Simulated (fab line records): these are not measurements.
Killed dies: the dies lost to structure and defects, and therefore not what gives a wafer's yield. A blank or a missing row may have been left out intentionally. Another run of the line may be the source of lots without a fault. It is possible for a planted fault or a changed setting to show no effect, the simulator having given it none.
Which of the tools did it? / flow n5Finfet / 9 lots with 27 wafers sampled at 4 steps, on a route of 1938 steps

WHAT THE GAUGES SHOWED, per wafer
N5_MOL_CONTACT_COAG_CD_MEAS_99: target cd 17.2 nm.
lot=L198; measured=day 5 08:50; on=cdSem-03; cdNm (nm)=17.1 17.2 17.0
lot=L205; measured=day 7 02:53; on=cdSem-02; cdNm (nm)=16.7 17.7 17.5
lot=L207; measured=day 7 18:10; on=cdSem-01; cdNm (nm)=17.3 16.9 16.7
lot=L208; measured=day 7 22:14; on=cdSem-03; cdNm (nm)=16.8 16.8 16.7
lot=L209; measured=day 8 01:38; on=cdSem-03; cdNm (nm)=17.8 17.8 17.3
lot=L212; measured=day 8 19:25; on=cdSem-02; cdNm (nm)=17.5 17.6 16.5
lot=L215; measured=day 9 14:14; on=cdSem-01; cdNm (nm)=16.8 16.8 16.7
lot=L218; measured=day 10 11:58; on=cdSem-01; cdNm (nm)=16.8 17.5 17.6
lot=L219; measured=day 10 14:15; on=cdSem-03; cdNm (nm)=17.1 17.3 17.6

WHICH TOOL RAN EACH LOT (tool, then ch and the chambers of the sampled wafers, then the start)
lot=L198; N5_GATE_CUT_CMP_43=cmp-02 ch 0,1,2, day 5 07:09; N5_MOL_CONTACT_COAG_ETCH_105=rieDiel-01 ch 1,3, day 5 08:29; N5_MOL_CONTACT_COAG_ETCH_110=rieDiel-01 ch 1,3, day 5 08:43
lot=L205; N5_GATE_CUT_CMP_43=cmp-01 ch 0,1,3, day 7 01:10; N5_MOL_CONTACT_COAG_ETCH_105=rieDiel-01 ch 0,1, day 7 02:33; N5_MOL_CONTACT_COAG_ETCH_110=rieDiel-01 ch 0,1, day 7 02:46
lot=L207; N5_GATE_CUT_CMP_43=cmp-01 ch 0,1,3, day 7 16:38; N5_MOL_CONTACT_COAG_ETCH_105=rieDiel-01 ch 0,2,3, day 7 17:50; N5_MOL_CONTACT_COAG_ETCH_110=rieDiel-01 ch 0,2,3, day 7 18:03
lot=L208; N5_GATE_CUT_CMP_43=cmp-01 ch 0,2,3, day 7 20:56; N5_MOL_CONTACT_COAG_ETCH_105=rieDiel-03 ch 0,1,3, day 7 21:53; N5_MOL_CONTACT_COAG_ETCH_110=rieDiel-03 ch 0,1,3, day 7 22:07
lot=L209; N5_GATE_CUT_CMP_43=cmp-02 ch 0,3, day 7 23:55; N5_MOL_CONTACT_COAG_ETCH_105=rieDiel-04 ch 0,2, day 8 01:08; N5_MOL_CONTACT_COAG_ETCH_110=rieDiel-04 ch 0,2, day 8 01:28
lot=L212; N5_GATE_CUT_CMP_43=cmp-02 ch 2,3, day 8 17:51; N5_MOL_CONTACT_COAG_ETCH_105=rieDiel-04 ch 1,2, day 8 19:04; N5_MOL_CONTACT_COAG_ETCH_110=rieDiel-04 ch 1,2, day 8 19:18
lot=L215; N5_GATE_CUT_CMP_43=cmp-01 ch 1,3, day 9 12:44; N5_MOL_CONTACT_COAG_ETCH_105=rieDiel-03 ch 0,1, day 9 13:53; N5_MOL_CONTACT_COAG_ETCH_110=rieDiel-03 ch 0,1, day 9 14:07
lot=L218; N5_GATE_CUT_CMP_43=cmp-01 ch 0,1, day 10 10:26; N5_MOL_CONTACT_COAG_ETCH_105=rieDiel-04 ch 0,1,2, day 10 11:38; N5_MOL_CONTACT_COAG_ETCH_110=rieDiel-04 ch 0,1,2, day 10 11:51
lot=L219; N5_GATE_CUT_CMP_43=cmp-02 ch 0,2,3, day 10 12:40; N5_MOL_CONTACT_COAG_ETCH_105=rieDiel-04 ch 0,1,2, day 10 13:54; N5_MOL_CONTACT_COAG_ETCH_110=rieDiel-04 ch 0,1,2, day 10 14:08
- N5_GATE_CUT_CMP_43: polishes SiO2.
- N5_MOL_CONTACT_COAG_ETCH_105: etches SiARC in CF4, target depth 15.6 nm, time 26 s.
- N5_MOL_CONTACT_COAG_ETCH_110: etches Si in CF4/O2, target depth 2.5 nm, time 8 s.

THE ANSWER, worked out from the rows above alone
Rule: usual is defined by the lots themselves. Put in order of their means at a reading, lots are off if they are a third of the lots or fewer, leave a main group of 4 or more, and stand apart from it by a gap of 3 or more times the standard deviation of the main group's means; of several such gaps the widest counts. A main group is skipped when, at the precision printed for the reading in the tables above, its means are all equal. Also off: a lot with no number at a reading for which 4 or more lots have one. Where the step has rows for the other lots, those lots are counted as sound.
Nothing can be told from this: no lot is off at any reading shown.

WHAT THE SIMULATOR HAD PUT IN
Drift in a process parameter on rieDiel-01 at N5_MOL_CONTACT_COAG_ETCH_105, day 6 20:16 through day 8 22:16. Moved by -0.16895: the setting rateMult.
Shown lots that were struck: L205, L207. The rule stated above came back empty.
